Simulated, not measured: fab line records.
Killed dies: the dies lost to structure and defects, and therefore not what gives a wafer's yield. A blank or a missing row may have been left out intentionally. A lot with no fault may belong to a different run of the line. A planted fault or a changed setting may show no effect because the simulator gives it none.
fab line records / flow nandHarc
record: lots: 7 wafers: 21 lastDay: 32
route steps=1302 shown A_CHANNEL_HOLE_D2@607 A_CHANNEL_FILL_D2@610
lots with no fault: from the same line, run without faults
startH: start of the lot's first displayed wafer, in hours after the record's first day / waitH: hours elapsed since this lot's preceding step / " unchanged from the row above / L1.1+2: a single row standing in for several wafers / - no value, or no start given / * or withheld: withheld / < > ~ a bound
route shown NAME@n: names a module that has steps shown in the file, with the first one's number in the route / usual: mean/standard deviation taken from wafers without a fault / same: alike in all rows / chamber/n: place in a boat / sites: the reading at each site / _std_site: their standard deviation / _edge_site: mean of outer sites minus mean of inner sites / radiusMm: for every site, how far away it sits from the centre of the wafer / mask NAME#n: copy n / behind: tool/chamber where the wafer was last shaped / hold: cause of the lot's hold/its duration in hours/its outcome / device: transistor that didn't switch, given as n, p or np / end of line: at the end of the route, the tests of the same wafers / a step without rows: its recipe alone / killed: count of dies lost to structure and defects at first sort (not the wafer's yield) / map: a wafer's dies, x killed, . not, _ none there
set.NAME: the setting the step ran with; set.NAME@STEP: the setting that earlier step ran with / model.NAME: the simulator's own value behind a step, which no gauge read
lots seen at some steps along the route; tables by step, rows by wafer
services: a tool's chamber out of use, with start hour (startH, from the record's first day; less than 0 if before it), hours out, and reason
== steps ==
step: NHARC_A_CHANNEL_HOLE_D2_CD_MEAS_31
usual: cdNm: 90.2/1.9
lot.wafer=L474.1 tool=cdSem-02 chamber=- startH=352.66 waitH=- cdNm=90.9
lot.wafer=L474.2 tool=cdSem-02 chamber=- startH=352.66 waitH=- cdNm=91.0
lot.wafer=L474.4 tool=cdSem-02 chamber=- startH=352.66 waitH=- cdNm=90.9
lot.wafer=L480.2 tool=cdSem-03 chamber=- startH=417.74 waitH=- cdNm=89.6
lot.wafer=L480.3 tool=cdSem-03 chamber=- startH=417.74 waitH=- cdNm=91.4
lot.wafer=L480.4 tool=cdSem-03 chamber=- startH=417.74 waitH=- cdNm=91.3
lot.wafer=L482.2 tool=cdSem-02 chamber=- startH=421.83 waitH=- cdNm=87.2
lot.wafer=L482.4 tool=cdSem-02 chamber=- startH=421.83 waitH=- cdNm=89.5
lot.wafer=L482.5 tool=cdSem-02 chamber=- startH=421.83 waitH=- cdNm=86.9
lot.wafer=L483.1 tool=cdSem-02 chamber=- startH=442.63 waitH=- cdNm=93.9
lot.wafer=L483.2 tool=cdSem-02 chamber=- startH=442.63 waitH=- cdNm=86.8
lot.wafer=L483.3 tool=cdSem-02 chamber=- startH=442.63 waitH=- cdNm=92.2
lot.wafer=L486.1 tool=cdSem-03 chamber=- startH=464.69 waitH=- cdNm=89.0
lot.wafer=L486.2 tool=cdSem-03 chamber=- startH=464.69 waitH=- cdNm=88.5
lot.wafer=L486.4 tool=cdSem-03 chamber=- startH=464.69 waitH=- cdNm=92.8
lot.wafer=L489.1 tool=cdSem-03 chamber=- startH=499.53 waitH=- cdNm=88.3
lot.wafer=L489.3 tool=cdSem-03 chamber=- startH=499.53 waitH=- cdNm=88.6
lot.wafer=L489.5 tool=cdSem-03 chamber=- startH=499.53 waitH=- cdNm=87.2
lot.wafer=L490.1 tool=cdSem-03 chamber=- startH=508.68 waitH=- cdNm=90.3
lot.wafer=L490.4 tool=cdSem-03 chamber=- startH=508.68 waitH=- cdNm=87.8
lot.wafer=L490.6 tool=cdSem-03 chamber=- startH=508.68 waitH=- cdNm=89.7
step: NHARC_A_CHANNEL_HOLE_D2_XSEM_32
recipe: landingEnergyEv: 35000
usual: botCdNm: 74.8/2.1 bowNm: 8.50/0.23 tiltDeg: 0.06/0.037
lot.wafer=L474.1 tool=xsem-02 chamber=0 startH=352.75 waitH=0.1 botCdNm=74.6 bowNm=8.48 tiltDeg=0.05
lot.wafer=L474.2 tool=xsem-02 chamber=0 startH=352.75 waitH=0.1 botCdNm=75.3 bowNm=8.49 tiltDeg=0.05
lot.wafer=L474.4 tool=xsem-02 chamber=0 startH=352.75 waitH=0.1 botCdNm=74.8 bowNm=8.51 tiltDeg=0.05
lot.wafer=L480.2 tool=xsem-02 chamber=0 startH=417.84 waitH=0.1 botCdNm=75.0 bowNm=8.19 tiltDeg=-0.03
lot.wafer=L480.3 tool=xsem-02 chamber=0 startH=417.84 waitH=0.1 botCdNm=75.3 bowNm=8.20 tiltDeg=-0.03
lot.wafer=L480.4 tool=xsem-02 chamber=0 startH=417.84 waitH=0.1 botCdNm=77.0 bowNm=8.24 tiltDeg=-0.03
lot.wafer=L482.2 tool=xsem-01 chamber=0 startH=421.92 waitH=0.1 botCdNm=72.0 bowNm=8.77 tiltDeg=0.05
lot.wafer=L482.4 tool=xsem-01 chamber=0 startH=421.92 waitH=0.1 botCdNm=74.4 bowNm=8.79 tiltDeg=0.05
lot.wafer=L482.5 tool=xsem-01 chamber=0 startH=421.92 waitH=0.1 botCdNm=71.4 bowNm=8.77 tiltDeg=0.05
lot.wafer=L483.1 tool=xsem-01 chamber=0 startH=442.71 waitH=0.1 botCdNm=77.9 bowNm=8.24 tiltDeg=0.09
lot.wafer=L483.2 tool=xsem-01 chamber=0 startH=442.71 waitH=0.1 botCdNm=71.0 bowNm=8.13 tiltDeg=0.09
lot.wafer=L483.3 tool=xsem-01 chamber=0 startH=442.71 waitH=0.1 botCdNm=76.4 bowNm=8.14 tiltDeg=0.09
lot.wafer=L486.1 tool=xsem-01 chamber=0 startH=464.77 waitH=0.1 botCdNm=73.4 bowNm=8.13 tiltDeg=0.07
lot.wafer=L486.2 tool=xsem-01 chamber=0 startH=464.77 waitH=0.1 botCdNm=73.2 bowNm=8.13 tiltDeg=0.07
lot.wafer=L486.4 tool=xsem-01 chamber=0 startH=464.77 waitH=0.1 botCdNm=77.2 bowNm=8.12 tiltDeg=0.07
lot.wafer=L489.1 tool=xsem-01 chamber=0 startH=499.61 waitH=0.1 botCdNm=72.1 bowNm=8.42 tiltDeg=0.02
lot.wafer=L489.3 tool=xsem-01 chamber=0 startH=499.61 waitH=0.1 botCdNm=72.1 bowNm=8.48 tiltDeg=0.02
lot.wafer=L489.5 tool=xsem-01 chamber=0 startH=499.61 waitH=0.1 botCdNm=70.7 bowNm=8.44 tiltDeg=0.01
lot.wafer=L490.1 tool=xsem-02 chamber=0 startH=508.77 waitH=0.1 botCdNm=75.0 bowNm=8.48 tiltDeg=0.08
lot.wafer=L490.4 tool=xsem-02 chamber=0 startH=508.77 waitH=0.1 botCdNm=72.3 bowNm=8.50 tiltDeg=0.08
lot.wafer=L490.6 tool=xsem-02 chamber=0 startH=508.77 waitH=0.1 botCdNm=74.5 bowNm=8.54 tiltDeg=0.08
step: NHARC_A_CHANNEL_HOLE_D2_INSPECT_40
usual: rawDefectCount: 317/110
lot.wafer=L474.1 tool=defectInspect-01 chamber=- startH=352.86 waitH=- rawDefectCount=341
lot.wafer=L474.2 tool=defectInspect-01 chamber=- startH=352.86 waitH=- rawDefectCount=636
lot.wafer=L474.4 tool=defectInspect-01 chamber=- startH=352.86 waitH=- rawDefectCount=575
lot.wafer=L480.2 tool=defectInspect-01 chamber=- startH=417.93 waitH=- rawDefectCount=213
lot.wafer=L480.3 tool=defectInspect-01 chamber=- startH=417.93 waitH=- rawDefectCount=185
lot.wafer=L480.4 tool=defectInspect-01 chamber=- startH=417.93 waitH=- rawDefectCount=231
lot.wafer=L482.2 tool=defectInspect-02 chamber=- startH=422.03 waitH=- rawDefectCount=245
lot.wafer=L482.4 tool=defectInspect-02 chamber=- startH=422.03 waitH=- rawDefectCount=154
lot.wafer=L482.5 tool=defectInspect-02 chamber=- startH=422.03 waitH=- rawDefectCount=146
lot.wafer=L483.1 tool=defectInspect-02 chamber=- startH=442.81 waitH=- rawDefectCount=178
lot.wafer=L483.2 tool=defectInspect-02 chamber=- startH=442.81 waitH=- rawDefectCount=198
lot.wafer=L483.3 tool=defectInspect-02 chamber=- startH=442.81 waitH=- rawDefectCount=285
lot.wafer=L486.1 tool=defectInspect-01 chamber=- startH=464.87 waitH=- rawDefectCount=257
lot.wafer=L486.2 tool=defectInspect-01 chamber=- startH=464.87 waitH=- rawDefectCount=324
lot.wafer=L486.4 tool=defectInspect-01 chamber=- startH=464.87 waitH=- rawDefectCount=291
lot.wafer=L489.1 tool=defectInspect-01 chamber=- startH=499.71 waitH=- rawDefectCount=296
lot.wafer=L489.3 tool=defectInspect-01 chamber=- startH=499.71 waitH=- rawDefectCount=427
lot.wafer=L489.5 tool=defectInspect-01 chamber=- startH=499.71 waitH=- rawDefectCount=426
lot.wafer=L490.1 tool=defectInspect-01 chamber=- startH=508.87 waitH=- rawDefectCount=226
lot.wafer=L490.4 tool=defectInspect-01 chamber=- startH=508.87 waitH=- rawDefectCount=306
lot.wafer=L490.6 tool=defectInspect-01 chamber=- startH=508.87 waitH=- rawDefectCount=264
step: NHARC_A_CHANNEL_FILL_D2_PRECLEAN_00
recipe: timeS: * tempC: 50 bathAgeMin: 0 chemistry: SC1
step: NHARC_A_CHANNEL_FILL_D2_SRD_01
step: NHARC_A_CHANNEL_FILL_D2_ALD_02
recipe: targetThkA: 60 pulseTimeS: 10 aldCycles: 60 tempC: 300 material: SiO2
usual: heaterPowerW: 446/37 precursorPulseHeightRel: 1.002/0.021
lot.wafer=L474.2 tool=aldHk-01 chamber=2 startH=353.06 waitH=- heaterPowerW=427 precursorPulseHeightRel=1.030
lot.wafer=L474.1 tool=aldHk-01 chamber=3 startH=353.06 waitH=- heaterPowerW=390 precursorPulseHeightRel=1.033
lot.wafer=L474.4 tool=aldHk-01 chamber=0 startH=353.06 waitH=- heaterPowerW=397 precursorPulseHeightRel=0.970
lot.wafer=L480.3 tool=aldHk-01 chamber=0 startH=418.13 waitH=- heaterPowerW=402 precursorPulseHeightRel=0.999
lot.wafer=L480.4 tool=aldHk-01 chamber=1 startH=418.13 waitH=- heaterPowerW=472 precursorPulseHeightRel=1.008
lot.wafer=L480.2 tool=aldHk-01 chamber=2 startH=418.13 waitH=- heaterPowerW=436 precursorPulseHeightRel=1.007
lot.wafer=L482.4 tool=aldHk-01 chamber=1 startH=422.23 waitH=- heaterPowerW=489 precursorPulseHeightRel=1.037
lot.wafer=L482.2 tool=aldHk-01 chamber=3 startH=422.23 waitH=- heaterPowerW=388 precursorPulseHeightRel=1.015
lot.wafer=L482.5 tool=aldHk-01 chamber=1 startH=422.23 waitH=- heaterPowerW=476 precursorPulseHeightRel=0.973
lot.wafer=L483.1 tool=aldHk-02 chamber=1 startH=443.00 waitH=- heaterPowerW=476 precursorPulseHeightRel=0.996
lot.wafer=L483.2 tool=aldHk-02 chamber=2 startH=443.00 waitH=- heaterPowerW=481 precursorPulseHeightRel=1.009
lot.wafer=L483.3 tool=aldHk-02 chamber=3 startH=443.00 waitH=- heaterPowerW=483 precursorPulseHeightRel=0.986
lot.wafer=L486.1 tool=aldHk-03 chamber=3 startH=465.07 waitH=- heaterPowerW=438 precursorPulseHeightRel=0.980
lot.wafer=L486.4 tool=aldHk-03 chamber=0 startH=465.07 waitH=- heaterPowerW=485 precursorPulseHeightRel=1.026
lot.wafer=L486.2 tool=aldHk-03 chamber=2 startH=465.07 waitH=- heaterPowerW=482 precursorPulseHeightRel=0.969
lot.wafer=L489.3 tool=aldHk-01 chamber=0 startH=500.90 waitH=- heaterPowerW=409 precursorPulseHeightRel=0.977
lot.wafer=L489.1 tool=aldHk-01 chamber=3 startH=500.90 waitH=- heaterPowerW=376 precursorPulseHeightRel=0.998
lot.wafer=L489.5 tool=aldHk-01 chamber=0 startH=500.90 waitH=- heaterPowerW=406 precursorPulseHeightRel=1.029
lot.wafer=L490.1 tool=aldHk-01 chamber=0 startH=509.21 waitH=- heaterPowerW=414 precursorPulseHeightRel=0.975
lot.wafer=L490.4 tool=aldHk-01 chamber=1 startH=509.21 waitH=- heaterPowerW=498 precursorPulseHeightRel=1.033
lot.wafer=L490.6 tool=aldHk-01 chamber=3 startH=509.21 waitH=- heaterPowerW=373 precursorPulseHeightRel=1.020
step: NHARC_A_CHANNEL_FILL_D2_ALD_03
recipe: targetThkA: 60 pulseTimeS: 60 aldCycles: 58 tempC: 630 pressureTorr: 2 material: SiNx
usual: precursorPulseHeightRel: 0.998/0.018
lot.wafer=L474.1 tool=aldSinBatch-03 chamber=0 startH=- waitH=- precursorPulseHeightRel=0.988
lot.wafer=L474.2 tool=aldSinBatch-03 chamber=0 startH=- waitH=- precursorPulseHeightRel=1.008
lot.wafer=L474.4 tool=aldSinBatch-03 chamber=0 startH=- waitH=- precursorPulseHeightRel=0.990
lot.wafer=L480.2 tool=aldSinBatch-01 chamber=0 startH=- waitH=- precursorPulseHeightRel=0.988
lot.wafer=L480.3 tool=aldSinBatch-01 chamber=0 startH=- waitH=- precursorPulseHeightRel=1.001
lot.wafer=L480.4 tool=aldSinBatch-01 chamber=0 startH=- waitH=- precursorPulseHeightRel=0.993
lot.wafer=L482.2 tool=aldSinBatch-01 chamber=0 startH=- waitH=- precursorPulseHeightRel=1.023
lot.wafer=L482.4 tool=aldSinBatch-01 chamber=0 startH=- waitH=- precursorPulseHeightRel=0.997
lot.wafer=L482.5 tool=aldSinBatch-01 chamber=0 startH=- waitH=- precursorPulseHeightRel=1.005
lot.wafer=L483.1 tool=aldSinBatch-01 chamber=0 startH=- waitH=- precursorPulseHeightRel=0.999
lot.wafer=L483.2 tool=aldSinBatch-01 chamber=0 startH=- waitH=- precursorPulseHeightRel=0.956
lot.wafer=L483.3 tool=aldSinBatch-01 chamber=0 startH=- waitH=- precursorPulseHeightRel=1.016
lot.wafer=L486.1 tool=aldSinBatch-01 chamber=0 startH=- waitH=- precursorPulseHeightRel=1.023
lot.wafer=L486.2 tool=aldSinBatch-01 chamber=0 startH=- waitH=- precursorPulseHeightRel=1.011
lot.wafer=L486.4 tool=aldSinBatch-01 chamber=0 startH=- waitH=- precursorPulseHeightRel=0.987
lot.wafer=L489.1 tool=aldSinBatch-03 chamber=0 startH=- waitH=- precursorPulseHeightRel=1.008
lot.wafer=L489.3 tool=aldSinBatch-03 chamber=0 startH=- waitH=- precursorPulseHeightRel=1.005
lot.wafer=L489.5 tool=aldSinBatch-03 chamber=0 startH=- waitH=- precursorPulseHeightRel=0.973
lot.wafer=L490.1 tool=aldSinBatch-03 chamber=0 startH=- waitH=- precursorPulseHeightRel=0.992
lot.wafer=L490.4 tool=aldSinBatch-03 chamber=0 startH=- waitH=- precursorPulseHeightRel=1.013
lot.wafer=L490.6 tool=aldSinBatch-03 chamber=0 startH=- waitH=- precursorPulseHeightRel=1.007
step: NHARC_A_CHANNEL_FILL_D2_ALD_14
recipe: targetThkA: 25 pulseTimeS: 10 aldCycles: 25 tempC: 300 material: SiO2
step: NHARC_A_CHANNEL_FILL_D2_ALD_15
recipe: targetThkA: 20 pulseTimeS: 60 aldCycles: 19 tempC: 630 pressureTorr: 2 material: SiNx
usual: precursorPulseHeightRel: 1.002/0.02
lot.wafer=L474.1 tool=aldSinBatch-02 chamber=0 startH=- waitH=- precursorPulseHeightRel=1.000
lot.wafer=L474.2 tool=aldSinBatch-02 chamber=0 startH=- waitH=- precursorPulseHeightRel=0.988
lot.wafer=L474.4 tool=aldSinBatch-02 chamber=0 startH=- waitH=- precursorPulseHeightRel=1.012
lot.wafer=L480.2 tool=aldSinBatch-03 chamber=0 startH=- waitH=- precursorPulseHeightRel=0.992
lot.wafer=L480.3 tool=aldSinBatch-03 chamber=0 startH=- waitH=- precursorPulseHeightRel=1.013
lot.wafer=L480.4 tool=aldSinBatch-03 chamber=0 startH=- waitH=- precursorPulseHeightRel=1.036
lot.wafer=L482.2 tool=aldSinBatch-02 chamber=0 startH=- waitH=- precursorPulseHeightRel=1.006
lot.wafer=L482.4 tool=aldSinBatch-02 chamber=0 startH=- waitH=- precursorPulseHeightRel=0.975
lot.wafer=L482.5 tool=aldSinBatch-02 chamber=0 startH=- waitH=- precursorPulseHeightRel=1.011
lot.wafer=L483.1 tool=aldSinBatch-02 chamber=0 startH=- waitH=- precursorPulseHeightRel=0.997
lot.wafer=L483.2 tool=aldSinBatch-02 chamber=0 startH=- waitH=- precursorPulseHeightRel=0.994
lot.wafer=L483.3 tool=aldSinBatch-02 chamber=0 startH=- waitH=- precursorPulseHeightRel=1.000
lot.wafer=L486.1 tool=aldSinBatch-01 chamber=0 startH=- waitH=- precursorPulseHeightRel=0.999
lot.wafer=L486.2 tool=aldSinBatch-01 chamber=0 startH=- waitH=- precursorPulseHeightRel=0.995
lot.wafer=L486.4 tool=aldSinBatch-01 chamber=0 startH=- waitH=- precursorPulseHeightRel=1.022
lot.wafer=L489.1 tool=aldSinBatch-02 chamber=0 startH=- waitH=- precursorPulseHeightRel=1.000
lot.wafer=L489.3 tool=aldSinBatch-02 chamber=0 startH=- waitH=- precursorPulseHeightRel=1.000
lot.wafer=L489.5 tool=aldSinBatch-02 chamber=0 startH=- waitH=- precursorPulseHeightRel=0.972
lot.wafer=L490.1 tool=aldSinBatch-03 chamber=0 startH=- waitH=- precursorPulseHeightRel=1.007
lot.wafer=L490.4 tool=aldSinBatch-03 chamber=0 startH=- waitH=- precursorPulseHeightRel=0.999
lot.wafer=L490.6 tool=aldSinBatch-03 chamber=0 startH=- waitH=- precursorPulseHeightRel=0.997
step: NHARC_A_CHANNEL_FILL_D2_ALD_16
recipe: targetThkA: 15 pulseTimeS: 10 aldCycles: 15 tempC: 300 material: SiO2
step: NHARC_A_CHANNEL_FILL_D2_ANNEAL_17
recipe: tempC: 850 timeS: 1800
step: NHARC_A_CHANNEL_FILL_D2_CVD_18
recipe: targetThkA: 30 tempC: 550 material: poly-Si
step: NHARC_A_CHANNEL_FILL_D2_ETCHBACK_19
recipe: targetDepthA: 50 timeS: 1.7 hbrFlowSccm: 150 cl2FlowSccm: 50 rfW: 400 icpW: 400 biasW: 100 chemistry: HBr/Cl2
usual: drypumpMotorCurrentA: 5.8/0.58 oesProductAu: 1.005/0.012 rfFwdPowerW: 390.1/1.2 throttleValvePct: 26.405/0.009
lot.wafer=L474.1 tool=rieSi-02 chamber=0 startH=377.08 waitH=0.4 drypumpMotorCurrentA=5.7 oesProductAu=0.972 rfFwdPowerW=391.5 rfHoursCounterH=0.64 throttleValvePct=26.409
lot.wafer=L474.4 tool=rieSi-02 chamber=2 startH=377.08 waitH=0.4 drypumpMotorCurrentA=5.9 oesProductAu=0.984 rfFwdPowerW=390.0 rfHoursCounterH=0.49 throttleValvePct=26.416
lot.wafer=L474.2 tool=rieSi-02 chamber=3 startH=377.08 waitH=0.4 drypumpMotorCurrentA=6.2 oesProductAu=1.000 rfFwdPowerW=390.2 rfHoursCounterH=0.66 throttleValvePct=26.400
lot.wafer=L480.3 tool=rieSi-01 chamber=1 startH=439.72 waitH=0.4 drypumpMotorCurrentA=6.6 oesProductAu=0.995 rfFwdPowerW=389.4 rfHoursCounterH=0.28 throttleValvePct=26.405
lot.wafer=L480.2 tool=rieSi-01 chamber=2 startH=439.72 waitH=0.4 drypumpMotorCurrentA=6.1 oesProductAu=0.704 rfFwdPowerW=390.4 rfHoursCounterH=0.34 throttleValvePct=26.407
lot.wafer=L480.4 tool=rieSi-01 chamber=3 startH=439.72 waitH=0.4 drypumpMotorCurrentA=5.3 oesProductAu=1.006 rfFwdPowerW=389.7 rfHoursCounterH=0.34 throttleValvePct=26.408
lot.wafer=L482.2 tool=rieSi-01 chamber=3 startH=449.60 waitH=0.4 drypumpMotorCurrentA=5.2 oesProductAu=0.705 rfFwdPowerW=389.9 rfHoursCounterH=0.43 throttleValvePct=26.409
lot.wafer=L482.4 tool=rieSi-01 chamber=2 startH=449.60 waitH=0.4 drypumpMotorCurrentA=6.1 oesProductAu=1.007 rfFwdPowerW=389.0 rfHoursCounterH=0.40 throttleValvePct=26.400
lot.wafer=L482.5 tool=rieSi-01 chamber=0 startH=449.60 waitH=0.4 drypumpMotorCurrentA=6.7 oesProductAu=0.701 rfFwdPowerW=392.3 rfHoursCounterH=- throttleValvePct=26.404
lot.wafer=L483.1 tool=rieSi-01 chamber=2 startH=466.95 waitH=0.4 drypumpMotorCurrentA=6.1 oesProductAu=1.006 rfFwdPowerW=391.6 rfHoursCounterH=0.46 throttleValvePct=26.411
lot.wafer=L483.2 tool=rieSi-01 chamber=3 startH=466.95 waitH=0.4 drypumpMotorCurrentA=5.2 oesProductAu=0.712 rfFwdPowerW=389.4 rfHoursCounterH=0.50 throttleValvePct=26.408
lot.wafer=L483.3 tool=rieSi-01 chamber=0 startH=466.95 waitH=0.4 drypumpMotorCurrentA=6.6 oesProductAu=1.014 rfFwdPowerW=393.4 rfHoursCounterH=0.50 throttleValvePct=26.402
lot.wafer=L486.4 tool=rieSi-02 chamber=2 startH=489.28 waitH=0.4 drypumpMotorCurrentA=6.0 oesProductAu=0.993 rfFwdPowerW=390.4 rfHoursCounterH=0.25 throttleValvePct=26.409
lot.wafer=L486.2 tool=rieSi-02 chamber=0 startH=489.28 waitH=0.4 drypumpMotorCurrentA=5.7 oesProductAu=0.987 rfFwdPowerW=389.6 rfHoursCounterH=0.21 throttleValvePct=26.395
lot.wafer=L486.1 tool=rieSi-02 chamber=1 startH=489.28 waitH=0.4 drypumpMotorCurrentA=5.5 oesProductAu=0.995 rfFwdPowerW=389.4 rfHoursCounterH=0.21 throttleValvePct=26.396
lot.wafer=L489.1 tool=rieSi-02 chamber=1 startH=527.16 waitH=0.4 drypumpMotorCurrentA=5.4 oesProductAu=0.991 rfFwdPowerW=389.3 rfHoursCounterH=0.35 throttleValvePct=26.390
lot.wafer=L489.3 tool=rieSi-02 chamber=2 startH=527.16 waitH=0.4 drypumpMotorCurrentA=6.0 oesProductAu=0.978 rfFwdPowerW=388.6 rfHoursCounterH=0.45 throttleValvePct=26.404
lot.wafer=L489.5 tool=rieSi-02 chamber=0 startH=527.16 waitH=0.4 drypumpMotorCurrentA=5.7 oesProductAu=1.000 rfFwdPowerW=390.2 rfHoursCounterH=- throttleValvePct=26.413
lot.wafer=L490.4 tool=rieSi-01 chamber=1 startH=533.24 waitH=0.4 drypumpMotorCurrentA=6.6 oesProductAu=1.018 rfFwdPowerW=390.3 rfHoursCounterH=0.95 throttleValvePct=26.402
lot.wafer=L490.1 tool=rieSi-01 chamber=2 startH=533.24 waitH=0.4 drypumpMotorCurrentA=6.0 oesProductAu=1.001 rfFwdPowerW=391.0 rfHoursCounterH=0.76 throttleValvePct=26.408
lot.wafer=L490.6 tool=rieSi-01 chamber=1 startH=533.24 waitH=0.4 drypumpMotorCurrentA=6.6 oesProductAu=1.002 rfFwdPowerW=391.1 rfHoursCounterH=- throttleValvePct=26.393
step: NHARC_A_CHANNEL_FILL_D2_ETCHBACK_20
recipe: targetDepthA: 270 timeS: 13.5 c4f8FlowSccm: withheld o2FlowSccm: 8 arFlowSccm: withheld rfW: 600 biasW: 1500 chemistry: C4F8/O2/Ar
usual: oesProductAu: 0.991/0.027 rfFwdPowerW: 586.6/2.3 rfVppV: 981/6.5
lot.wafer=L474.1 tool=rieDiel-12 chamber=0 startH=377.21 waitH=- oesProductAu=0.927 rfFwdPowerW=589.2 rfHoursCounterH=4 rfVppV=972
lot.wafer=L474.2 tool=rieDiel-12 chamber=1 startH=377.21 waitH=- oesProductAu=0.954 rfFwdPowerW=584.2 rfHoursCounterH=3 rfVppV=985
lot.wafer=L474.4 tool=rieDiel-12 chamber=2 startH=377.21 waitH=- oesProductAu=0.927 rfFwdPowerW=589.5 rfHoursCounterH=4 rfVppV=981
lot.wafer=L480.4 tool=rieDiel-12 chamber=0 startH=439.83 waitH=- oesProductAu=0.990 rfFwdPowerW=585.9 rfHoursCounterH=5 rfVppV=971
lot.wafer=L480.2 tool=rieDiel-12 chamber=1 startH=439.83 waitH=- oesProductAu=1.009 rfFwdPowerW=587.4 rfHoursCounterH=4 rfVppV=987
lot.wafer=L480.3 tool=rieDiel-12 chamber=2 startH=439.83 waitH=- oesProductAu=0.988 rfFwdPowerW=585.9 rfHoursCounterH=6 rfVppV=980
lot.wafer=L482.4 tool=rieDiel-07 chamber=3 startH=449.86 waitH=- oesProductAu=0.944 rfFwdPowerW=584.7 rfHoursCounterH=5 rfVppV=988
lot.wafer=L482.2 tool=rieDiel-07 chamber=1 startH=449.86 waitH=- oesProductAu=0.931 rfFwdPowerW=591.7 rfHoursCounterH=4 rfVppV=981
lot.wafer=L482.5 tool=rieDiel-07 chamber=3 startH=449.86 waitH=- oesProductAu=0.938 rfFwdPowerW=585.3 rfHoursCounterH=- rfVppV=989
lot.wafer=L483.3 tool=rieDiel-07 chamber=2 startH=467.08 waitH=- oesProductAu=0.998 rfFwdPowerW=584.4 rfHoursCounterH=5 rfVppV=987
lot.wafer=L483.1 tool=rieDiel-07 chamber=3 startH=467.08 waitH=- oesProductAu=1.018 rfFwdPowerW=584.7 rfHoursCounterH=5 rfVppV=990
lot.wafer=L483.2 tool=rieDiel-07 chamber=1 startH=467.08 waitH=- oesProductAu=0.999 rfFwdPowerW=587.5 rfHoursCounterH=4 rfVppV=981
lot.wafer=L486.2 tool=rieDiel-07 chamber=1 startH=489.40 waitH=- oesProductAu=1.004 rfFwdPowerW=589.2 rfHoursCounterH=1 rfVppV=982
lot.wafer=L486.4 tool=rieDiel-07 chamber=2 startH=489.40 waitH=- oesProductAu=0.981 rfFwdPowerW=585.9 rfHoursCounterH=1 rfVppV=987
lot.wafer=L486.1 tool=rieDiel-07 chamber=3 startH=489.40 waitH=- oesProductAu=1.002 rfFwdPowerW=585.0 rfHoursCounterH=1 rfVppV=989
lot.wafer=L489.1 tool=rieDiel-12 chamber=3 startH=527.27 waitH=- oesProductAu=1.002 rfFwdPowerW=587.7 rfHoursCounterH=2 rfVppV=979
lot.wafer=L489.3 tool=rieDiel-12 chamber=2 startH=527.27 waitH=- oesProductAu=1.008 rfFwdPowerW=588.5 rfHoursCounterH=2 rfVppV=981
lot.wafer=L489.5 tool=rieDiel-12 chamber=0 startH=527.27 waitH=- oesProductAu=0.986 rfFwdPowerW=584.8 rfHoursCounterH=- rfVppV=971
lot.wafer=L490.1 tool=rieDiel-12 chamber=3 startH=533.37 waitH=- oesProductAu=0.954 rfFwdPowerW=589.8 rfHoursCounterH=3 rfVppV=979
lot.wafer=L490.4 tool=rieDiel-12 chamber=1 startH=533.37 waitH=- oesProductAu=0.934 rfFwdPowerW=584.7 rfHoursCounterH=2 rfVppV=984
lot.wafer=L490.6 tool=rieDiel-12 chamber=3 startH=533.37 waitH=- oesProductAu=0.953 rfFwdPowerW=591.7 rfHoursCounterH=- rfVppV=981
== services ==
tool=aldHk-02 chamber=- startH=350.17 hours=10.0 kind=pm
tool=rieDiel-12 chamber=0 startH=350.90 hours=- kind=clean
tool=rieSi-01 chamber=- startH=370.00 hours=9.0 kind=pm
tool=xsem-01 chamber=- startH=374.00 hours=14.0 kind=pm
tool=rieDiel-07 chamber=- startH=374.61 hours=1.8 kind=repair
tool=rieSi-02 chamber=1 startH=382.18 hours=15.1 kind=repair
tool=aldHk-03 chamber=- startH=427.00 hours=0.8 kind=repair
tool=rieSi-02 chamber=2 startH=435.59 hours=5.0 kind=repair
tool=aldSinBatch-02 chamber=- startH=438.58 hours=2.6 kind=repair
tool=rieDiel-12 chamber=- startH=445.40 hours=9.0 kind=pm
tool=rieSi-02 chamber=- startH=454.00 hours=9.0 kind=pm
tool=rieDiel-07 chamber=0 startH=464.01 hours=7.4 kind=repair
tool=rieDiel-07 chamber=- startH=471.20 hours=9.0 kind=pm
tool=aldHk-01 chamber=0 startH=476.26 hours=10.0 kind=ventCycle
tool=aldHk-01 chamber=1 startH=476.26 hours=10.0 kind=ventCycle
tool=aldHk-01 chamber=0 startH=486.26 hours=- kind=clean
tool=aldHk-01 chamber=1 startH=486.26 hours=- kind=clean
tool=aldHk-01 chamber=2 startH=486.26 hours=- kind=clean
tool=aldHk-01 chamber=3 startH=486.26 hours=- kind=clean
tool=rieSi-01 chamber=2 startH=500.43 hours=13.6 kind=repair
tool=aldSinBatch-01 chamber=- startH=506.00 hours=26.0 kind=pm
tool=rieSi-02 chamber=1 startH=513.34 hours=6.4 kind=repair
tool=rieDiel-12 chamber=- startH=520.04 hours=0.2 kind=repair
tool=rieSi-01 chamber=1 startH=522.09 hours=9.0 kind=repair
== key ==
firstSign: step: NHARC_A_CHANNEL_FILL_D2_ETCHBACK_19 reading: oesProductAu direction: down sigmas: 24 usual: 1.005 struck: 0.705
effect none on later readings
metAt NHARC_A_CHANNEL_FILL_D2_ETCHBACK_19
struckWafers L480.2,L482.2,L482.5,L483.2
laterRowsLeftOut L480.2,L482.2,L482.5,L483.2
sortLeftOut L480.2,L482.2,L482.5,L483.2
testerLeftOut L480,L482,L483
fault: kind: processParameterDrift tool: rieSi-01 chamber: - onsetH: 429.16 steps: NHARC_A_CHANNEL_FILL_D2_ETCHBACK_19 channel: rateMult offset: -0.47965 shape: step endH: 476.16 scope: struckWafersOnly
testerLeftOut: of these lots the tester's yield and bins aren't shown, on N5 and GAA mostly nor the transistor test; their killed dies are dies lost to structure and defects alone, not to doping, threshold or leakage, so they don't give the yield
sortLeftOut: the simulated sort isn't trusted on such a fault, so these wafers' sort isn't shown, and their yield isn't known
laterRowsLeftOut: the simulator's readings of these wafers behind a module that went badly wrong aren't trusted and aren't shown, but for the sort
